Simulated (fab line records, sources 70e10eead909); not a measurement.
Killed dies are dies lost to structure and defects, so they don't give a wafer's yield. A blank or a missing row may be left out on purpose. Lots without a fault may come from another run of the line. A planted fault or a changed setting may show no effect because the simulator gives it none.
Problem report in the 8D (eight disciplines) form, filled by code | flow nand_harc | the parts of the form that need people (team, actions taken, sign-off) are left out

1. THE PROBLEM
killed_at_array at NHARC_END_SORT_01 reads a mean of 675 on 4 wafers of 2 lots; wafers without a fault read 27 with a standard deviation of 8.8. That is +74 standard deviations from the usual mean.
First seen on wafer L935.1, day 20 10:46, on prober-01. The record holds 6 wafers of 2 lots with a number at this step. Rule for "out", or "out of limits": more than 4 standard deviations from the usual mean. The other wafers with a number count as sound.

2. WHAT IT IS AND WHAT IT IS NOT
question                    | is                             | is not
which readings at this step | killed_at_array, killed_dies   | killed_at_other, killed_at_periphery, killed_open, killed_short
which lots                  | L935, L937                     | -
which wafers of those lots  | L935.1, L937.1, L937.3, L937.5 | L935.2, L935.6
read on which gauges        | prober-01                      | -
when                        | from day 20 10:46              | up to then (0 sound wafers); but 2 sound wafers of L935 came after

3. SUSPECTS, AND WHAT RULES EACH OUT
Counting: a tool at a process step up to the reading stays a suspect if it ran every lot that is out. Sound lots after the first of them don't rule it out here, since some wafers of a struck lot are sound.
- the gauge at NHARC_END_SORT_01: kept. All the wafers that are out were read on prober-01, and no step on other tools shows them out.
- ald_metal-02 at NHARC_A_WL_FILL_ALD_02 (deposits TiN, target thk 2 nm, pulse time 3 s, ald cycles 100): kept. It ran every lot that is out, first L935 (day 15 04:04).
Left after counting: ald_metal-02 at NHARC_A_WL_FILL_ALD_02, prober-01 at NHARC_END_SORT_01.

4. THE CAUSE (what the simulator had put in)
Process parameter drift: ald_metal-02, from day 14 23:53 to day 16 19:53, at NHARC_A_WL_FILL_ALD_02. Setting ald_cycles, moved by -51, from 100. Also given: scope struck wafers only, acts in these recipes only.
Counting left 2 suspects, and this tool is among them.

5. THE CHAIN OF EFFECTS, in route order
Each row: a reading whose mean over the struck wafers that have a number lies more than 3 standard deviations from the usual. Only readings for which the record gives a usual standard deviation are gone through. hours: the time from each lot's start at the first step in this table that gives one to its start at this step, as a median over the lots. sigmas: the change in usual standard deviations.
hours | step              | reading         | usual | on struck wafers | change | sigmas
0     | NHARC_END_SORT_01 | killed_at_array | 27    | 675              | +648   | +74
0     | NHARC_END_SORT_01 | killed_dies     | 31    | 677              | +646   | +73

6. WHAT WOULD HAVE CAUGHT IT SOONER
In this record the first reading out of limits at a measuring or inspecting step was taken at day 20 10:46, 131 hours after the fault began at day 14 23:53.
Of the tool readings at NHARC_A_WL_FILL_ALD_02 for which the record gives a usual standard deviation, none was out on any struck wafer, so an alarm limit of 4 standard deviations on them would not have fired.
All the lots that are out (2) had begun NHARC_A_WL_FILL_ALD_02 on ald_metal-02 by day 20 10:46. A hold on the tool at that time would have spared none of them.
